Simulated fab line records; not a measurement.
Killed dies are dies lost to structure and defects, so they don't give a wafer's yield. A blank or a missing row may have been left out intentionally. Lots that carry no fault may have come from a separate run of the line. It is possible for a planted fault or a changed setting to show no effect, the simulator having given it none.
Chamber matching :: flow n5_finfet :: rie_diel-04 running N5_BEOL_M1_STRIP_19: 4 sister chambers
The step strips in O2. 4 wafers are shown with their chamber, then 11 later ones without.

== WAFERS, EACH WITH ITS CHAMBER ==
wafer: L090.6
chamber: 0
showerhead_plenum_p_Torr (Torr): 2.08

wafer: L092.1
chamber: 3
showerhead_plenum_p_Torr (Torr): 2.16

wafer: L092.2
chamber: 2
showerhead_plenum_p_Torr (Torr): 2.19

wafer: L093.1
chamber: 1
showerhead_plenum_p_Torr (Torr): 2.16

== WAFERS WHOSE CHAMBER IS MISSING ==
wafer: L093.3
showerhead_plenum_p_Torr (Torr): 2.19

wafer: L093.4
showerhead_plenum_p_Torr (Torr): 2.08

wafer: L096.1
showerhead_plenum_p_Torr (Torr): 2.16

wafer: L096.4
showerhead_plenum_p_Torr (Torr): 2.19

wafer: L096.5
showerhead_plenum_p_Torr (Torr): 2.07

wafer: L094.1
showerhead_plenum_p_Torr (Torr): 2.19

wafer: L094.3
showerhead_plenum_p_Torr (Torr): 2.07

wafer: L094.6
showerhead_plenum_p_Torr (Torr): 2.16

wafer: L097.1
showerhead_plenum_p_Torr (Torr): 2.15

wafer: L097.4
showerhead_plenum_p_Torr (Torr): 2.07

wafer: L097.6
showerhead_plenum_p_Torr (Torr): 2.19

== CHAMBER TAKEN BY EACH ==
wafer: L093.3
from the rows above: 2
in truth: 2

wafer: L093.4
from the rows above: 0
in truth: 0

wafer: L096.1
from the rows above: can't be placed: 1 or 3
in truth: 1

wafer: L096.4
from the rows above: 2
in truth: 2

wafer: L096.5
from the rows above: 0
in truth: 0

wafer: L094.1
from the rows above: 2
in truth: 2

wafer: L094.3
from the rows above: 0
in truth: 0

wafer: L094.6
from the rows above: can't be placed: 1 or 3
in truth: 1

wafer: L097.1
from the rows above: can't be placed: 1 or 3
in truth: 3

wafer: L097.4
from the rows above: 0
in truth: 0

wafer: L097.6
from the rows above: 2
in truth: 2
Correct placement for 8 of the 11. Not placeable from these rows: 3 (in 3, the candidates include the true chamber). 0 placed wrongly.
How it was worked out, from the rows above alone: a wafer's distance from a chamber is the root of the sum, over the readings, of the square of ((its reading less the chamber's mean) divided by the reading's scatter). If the next closest chamber is less than 2 further off than the closest, the wafer can't be placed; otherwise it belongs to the closest. The mean given for a chamber averages the wafers shown for that chamber. The scatter (one wafer shown for each chamber): square how far every hidden wafer sits from the nearest shown wafer, average those squares and take the square root.
